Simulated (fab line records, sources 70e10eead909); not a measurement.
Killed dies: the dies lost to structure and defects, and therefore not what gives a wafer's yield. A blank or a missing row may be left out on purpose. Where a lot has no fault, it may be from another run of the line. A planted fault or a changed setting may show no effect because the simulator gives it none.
Code-filled problem report in 8D (eight disciplines) form ; flow nand harc ; the parts of the form that need people (team, actions taken, sign-off) are left out

## 1. PROBLEM STATEMENT
A mean of 148.0 nm is read at NHARC_P_M1_THK_MEAS_24 for thk nm, taken on 1 wafer of 1 lot, against 158.0 nm (standard deviation 1.6) on wafers free of any fault. That puts it -6.2 standard deviations away from the usual mean.
The step: measures by xrf.
First seen on wafer L851.3, day 9 07:44, on film metro-02. Wafers with a number at this step in the record: 32, from 11 lots. Rule for "out" (also "out of limits"): further than 4 standard deviations from the usual mean. The rest of the wafers with a number are treated as sound.

## 2. WHAT IT IS; WHAT IT IS NOT
question;is;is not
which readings at this step;thk nm;-
which lots;L851;L838, L842, L844, L846, L847, L848, L849, L850, L859, L860
which wafers of those lots;L851.3;L851.5, L851.6
read on which gauges;film metro-02;film metro-01
when;from day 9 07:44;"up to then (25 sound wafers); but 6 sound wafers of L859, L860 came after"

## 3. WHAT RULES OUT EACH SUSPECT
Counting: a tool at a process step up to the reading stays a suspect if it ran every lot that is out. Sound lots after the first of them don't rule it out here, since some wafers of a struck lot are sound.
- the gauge at NHARC_P_M1_THK_MEAS_24: ruled out. All the wafers that are out were read on film metro-02, but those of them that NHARC_P_M1_CMP_23 has rows for are out there too, on other tools.
- cmp-02 at NHARC_P_M0_CMP_23 (polishes, t overpolish 20 s, target thk 117.53 nm): kept. L851, the lot that is out, went through it at day 9 03:11; up to then, the latest sound lot through it was L850 at day 9 02:04.
- pecvd-02 at NHARC_P_M0_PRE_CLEAN_31 (time 12 s): kept. L851, the lot that is out, went through it at day 9 03:42; up to then, the latest sound lot through it was L848 at day 8 13:05.
- rie diel-09 at NHARC_P_M1_ETCH_28 (etches the open film in CF4/N2, target depth 30 nm, time 72.99 s): kept. L851, the lot that is out, went through it at day 9 07:27; up to then, the latest sound lot through it was L848 at day 8 17:43. NHARC_P_M1_ETCH_28: start missing for some lots; hours and lot order therefore follow NHARC_P_M1_CMP_23.
- cmp-01 at NHARC_P_M1_CMP_23 (polishes, t overpolish 20 s, target thk 157.82 nm): kept. L851, the lot that is out, went through it at day 9 07:27; up to then, the latest sound lot through it was L850 at day 9 06:19. Out on those wafers are its own readings of time to endpoint s.
- In rie diel-09 at NHARC_P_M1_ETCH_28, the wafers that are out were processed in chamber 0 and their sound lot-mates in chambers 1, 3.
Left after counting: cmp-02 at NHARC_P_M0_CMP_23, pecvd-02 at NHARC_P_M0_PRE_CLEAN_31, rie diel-09 at NHARC_P_M1_ETCH_28, cmp-01 at NHARC_P_M1_CMP_23.

## 4. THE CAUSE (what the simulator had put in)
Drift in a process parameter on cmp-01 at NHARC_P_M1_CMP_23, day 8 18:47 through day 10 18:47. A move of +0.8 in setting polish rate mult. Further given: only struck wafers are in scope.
Counting leaves 4 suspects; this tool is one of them.

## 5. THE EFFECT CHAIN, in route order
Rows list readings where the struck wafers' mean (over those with a number) sits beyond 3 standard deviations from the usual. Readings are gone through only where the record gives a usual standard deviation; hours: the median, over the lots, of the time from a lot's start at the first step in this table giving one to that lot's start at this step; sigmas: the change measured in usual standard deviations.
hours;step;reading;usual;on struck wafers;change;sigmas
0;NHARC_P_M1_CMP_23;time to endpoint s;28.7 s;12.5;-16.2;-5.8
0;NHARC_P_M1_THK_MEAS_24;thk nm;158.0 nm;148.0;-10.0;-6.2
The process steps in it:
- NHARC_P_M1_CMP_23: polishes, t overpolish 20 s, target thk 157.82 nm.
Later measuring or inspecting steps at which every struck wafer that the step has a row for has a number for every such reading, and none has moved that far: NHARC_END_SORT_01.

## 6. HOW IT WOULD HAVE BEEN CAUGHT EARLIER
13 hours passed between the start of the fault at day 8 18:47 and the first reading out of limits at a measuring or inspecting step in this record, taken at day 9 07:44.
At NHARC_P_M1_CMP_23, the tool's own readings (time to endpoint s) were out on each struck wafer the step has a row for, so an alarm limit on them would have fired on the first such wafer.
The start of NHARC_P_M1_CMP_23 on cmp-01 came by day 9 07:44 for every one of the lots that are out (1). Had the tool been put on hold then, not one of them would have been saved.
